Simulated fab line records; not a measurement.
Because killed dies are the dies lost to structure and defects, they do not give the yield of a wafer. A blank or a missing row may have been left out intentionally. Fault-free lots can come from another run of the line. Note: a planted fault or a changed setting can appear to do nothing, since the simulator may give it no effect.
What tool caused it?	flow n5 finfet	30 wafers from 10 lots sampled at 5 of the route's 1938 steps

== WHAT EACH GAUGE READ, for each wafer ==
N5_HKMG_FIN_CD_MEAS_49: target cd 202 nm. Usual: cd nm at 202.0 nm, with a standard deviation of 0.66.
lot	measured	on	cd nm (nm)	flag
L552	day 4 04:07	cd sem-01	202.4 203.2 201.2	
L553	day 4 17:21	cd sem-03	201.3 201.3 200.6	
L555	day 5 00:40	cd sem-01	201.8 202.1 201.6	
L557	day 5 07:03	cd sem-03	202.1 202.3 202.4	
L558	day 5 13:14	cd sem-02	202.2 201.6 201.4	
L561	day 6 06:10	cd sem-01	202.2 202.7 203.5	
L566	day 7 14:08	cd sem-03	203.0 201.9 201.9	
L569	day 8 07:53	cd sem-01	202.5 201.7 202.1	
L573	day 9 07:56	cd sem-01	202.2 203.3 203.6	
L575	day 9 21:26	cd sem-01	202.0 202.2 202.8	

N5_BEOL_M4_RC_MEAS_101. Usual: DIBL_N 37.1 mV/V, standard deviation 1.8; DIBL_P 37.2 mV/V, standard deviation 2.1; IOFF_N 0.17 nA/um, standard deviation 0.033; IOFF_P 0.22 nA/um, standard deviation 0.037; ION_N 680 uA/um, standard deviation 11; ION_P 464 uA/um, standard deviation 7.7; SS_N 71.7 mV/dec, standard deviation 0.63; SS_P 73.6 mV/dec, standard deviation 0.67; VT_N 248.9 mV, standard deviation 2.9; VT_P -251 mV, standard deviation 3.6.
lot	measured	on	DIBL_N (mV/V)	DIBL_P (mV/V)	IOFF_N (nA/um)	IOFF_P (nA/um)	ION_N (uA/um)	ION_P (uA/um)	SS_N (mV/dec)	SS_P (mV/dec)	VT_N (mV)	VT_P (mV)	flag
L552	day 9 21:03	prober-02	37.9 38.6 38.9	37.9 38.6 40.7	0.17 0.19 0.21	0.20 0.22 0.26	671 677 713	454 459 480	72.0 72.0 71.7	73.3 73.4 73.4	250.8 247.7 244.9	-250 -249 -249	
L553	day 9 01:41	prober-02	37.2 34.4 36.1	37.9 34.7 36.9	0.19 0.15 0.16	0.27 0.20 0.24	674 675 679	466 464 473	71.7 72.2 72.1	73.9 72.8 74.3	244.5 250.0 250.0	-245 -248 -245	
L555	day 8 22:56	prober-02	38.7 35.8 34.1	40.6 36.7 33.8	0.22 0.14 0.12	0.26 0.18 0.15	701 676 667	473 455 454	72.0 71.4 71.0	74.6 73.2 72.5	242.9 251.4 251.3	-248 -256 -256	
L557	day 10 00:26	prober-02	37.3 39.4 37.5	37.8 38.5 36.9	0.18 0.21 0.18	0.23 0.24 0.22	690 693 689	467 462 468	71.9 72.3 71.6	74.0 74.5 73.8	246.8 245.6 246.4	-249 -248 -249	
L558	day 9 19:16	prober-02	36.6 37.9 38.8	35.3 38.5 38.1	0.14 0.18 0.19	0.16 0.22 0.21	663 684 681	449 464 463	72.0 72.4 71.7	72.9 74.1 74.2	253.8 248.7 249.6	-254 -253 -253	
L561	day 10 19:17	prober-01	35.6 38.3 34.8	35.8 37.0 34.9	0.15 0.19 0.14	0.20 0.23 0.19	675 691 678	466 470 464	71.2 71.7 70.5	73.9 73.9 72.2	249.1 249.9 250.8	-251 -249 -254	
L566	day 12 10:49	prober-02	37.6 37.6 37.3	37.8 37.0 37.4	0.16 0.15 0.16	0.18 0.17 0.17	674 673 676	456 459 453	71.8 71.1 71.5	73.2 72.8 72.9	250.6 250.8 248.5	-256 -256 -256	
L569	day 12 22:01	prober-01	36.6 35.4 39.7	36.0 34.3 38.6	0.15 0.13 0.21	0.20 0.18 0.25	673 687 671	461 472 458	71.4 71.3 72.8	73.1 73.1 73.6	251.9 251.6 248.7	-249 -252 -248	
L573	day 14 06:01	prober-01	38.4 37.4 37.3	37.9 36.2 35.7	0.20 0.18 0.17	0.25 0.22 0.21	695 678 666	471 461 461	72.2 72.0 71.5	74.3 73.4 73.1	243.4 247.8 249.1	-247 -251 -252	
L575	day 14 13:47	prober-02	40.8 35.2 37.1	40.8 34.0 36.9	0.27 0.13 0.18	0.34 0.20 0.25	703 677 679	477 463 467	73.1 72.0 71.7	74.0 72.0 73.6	242.1 251.3 248.0	-241 -248 -244	

== TOOL THAT RAN EACH LOT (tool first, then ch and the chambers of the sampled wafers, then the start) ==
lot	N5_HKMG_FIN_STRIP_57	N5_HKMG_FIN_CVD_62	N5_HKMG_FIN_ALD_36
L552	rie diel-05 ch 1,2,3, day 4 04:38	thermal cvd si-01 ch 0,1,2, day 5 10:10	ald metal-01 ch 0,1, day 5 10:34
L553	rie diel-03 ch 2,3, day 4 18:31	thermal cvd si-02 ch 0,1,2, day 4 19:57	ald metal-04 ch 0,2, day 4 20:21
L555	rie diel-03 ch 2,3, day 5 01:04	thermal cvd si-01 ch 1,2, day 5 02:31	ald metal-04 ch 0,1, day 5 03:02
L557	rie diel-05 ch 0,1,3, day 5 09:17	thermal cvd si-02 ch 0,1,2, day 5 11:06	ald metal-04 ch 0,1,3, day 5 11:30
L558	rie diel-01 ch 0,1,2, day 5 13:37	thermal cvd si-01 ch 0,2, day 5 15:03	ald metal-02 ch 1,3, day 5 15:27
L561	rie diel-05 ch 0,1,2, day 6 06:34	thermal cvd si-02 ch 0,1, day 6 08:01	ald metal-01 ch 0,1,2, day 6 08:38
L566	rie diel-01 ch 0,1, day 7 14:40	thermal cvd si-01 ch 0,2, day 7 16:07	ald metal-01 ch 0,3, day 7 16:31
L569	rie diel-01 ch 0,1,3, day 8 08:23	thermal cvd si-01 ch 0,1,2, day 8 09:50	ald metal-01 ch 0,1,2, day 8 10:13
L573	rie diel-01 ch 0,2,3, day 9 08:19	thermal cvd si-01 ch 0,1,2, day 9 09:47	ald metal-01 ch 0,2,3, day 9 10:14
L575	rie diel-03 ch 1,3, day 9 21:49	thermal cvd si-01 ch 0,1, day 9 23:16	ald metal-04 ch 0,3, day 9 23:40
- N5_HKMG_FIN_STRIP_57: strips in CF4.
- N5_HKMG_FIN_CVD_62: deposits a-Si from Si2H6, target thk 3 nm, time 20.8 s.
- N5_HKMG_FIN_ALD_36: deposits TiN, target thk 1 nm, pulse time 1 s, purge time 3 s.

== AS READ BY THE TOOLS THEMSELVES (means over the sampled wafers that have a number; for cases with no such wafer, the mark the record gives instead) ==
N5_HKMG_FIN_STRIP_57. Usual: drypump motor current A 5.6 A, standard deviation 0.51; oes product au 0.78 a.u., standard deviation 0.061; rf fwd power W 295.3 W, standard deviation 1.6; rf vpp V 271.6 V, standard deviation 1.5; showerhead plenum p Torr 1.81 Torr, standard deviation 0.056; throttle valve pct 13.62 %, standard deviation 0.21.
lot	tool	drypump motor current A (A)	oes product au (a.u.)	rf fwd power W (W)	rf vpp V (V)	showerhead plenum p Torr (Torr)	throttle valve pct (%)	flag
L552	rie diel-05	5.3	0.87	294.6	272.4	1.85	13.46	
L553	rie diel-03	5.6	0.77	294.5	270.2	1.79	13.80	
L555	rie diel-03	5.6	0.77	294.0	271.1	1.79	13.80	
L557	rie diel-05	5.5	0.86	295.1	272.1	1.80	13.52	
L558	rie diel-01	5.5	0.82	296.3	271.3	1.83	13.49	
L561	rie diel-05	5.8	0.85	295.9	272.2	1.79	13.49	
L566	rie diel-01	5.6	0.84	295.8	272.2	1.80	13.34	
L569	rie diel-01	5.6	0.78	294.7	271.6	1.82	13.47	
L573	rie diel-01	5.6	0.74	295.1	271.6	1.84	13.68	
L575	rie diel-03	6.0	0.71	295.5	269.5	1.74	13.86	

N5_HKMG_FIN_CVD_62. Usual: heater power w at 1486 W, with a standard deviation of 130.
lot	tool	heater power w (W)	flag
L552	thermal cvd si-01	1462	
L553	thermal cvd si-02	1533	
L555	thermal cvd si-01	1536	
L557	thermal cvd si-02	1530	
L558	thermal cvd si-01	1365	
L561	thermal cvd si-02	1479	
L566	thermal cvd si-01	1357	
L569	thermal cvd si-01	1441	
L573	thermal cvd si-01	1487	
L575	thermal cvd si-01	1476	

N5_HKMG_FIN_ALD_36. Usual: heater power w 891 W, standard deviation 110; precursor pulse height rel 1.001, standard deviation 0.019.
lot	tool	heater power w (W)	precursor pulse height rel	flag
L552	ald metal-01	857	1.015	
L553	ald metal-04	834	1.001	
L555	ald metal-04	846	0.987	
L557	ald metal-04	836	1.004	
L558	ald metal-02	847	0.991	
L561	ald metal-01	835	1.012	
L566	ald metal-01	820	0.992	
L569	ald metal-01	847	0.996	
L573	ald metal-01	856	0.998	
L575	ald metal-04	752	0.980	

== THE ANSWER, worked out from the rows above alone ==
Rule: take the mean of a lot's wafers that have a number; if it is more than 3 standard deviations from the usual mean, the lot is off. Also off: a lot with no number at a reading for which 4 or more lots have one. All remaining lots with rows at the step are treated as sound. The gauges are gone through in route order, then the tools' own readings, and for those a lot's mean is taken as printed above. At the first step where some lot is off, the reading lying furthest off is the one used; lots without a number count as furthest.
Nothing can be told from this: no lot is off at any reading shown.

== WHAT THE SIMULATOR HAD PUT IN ==
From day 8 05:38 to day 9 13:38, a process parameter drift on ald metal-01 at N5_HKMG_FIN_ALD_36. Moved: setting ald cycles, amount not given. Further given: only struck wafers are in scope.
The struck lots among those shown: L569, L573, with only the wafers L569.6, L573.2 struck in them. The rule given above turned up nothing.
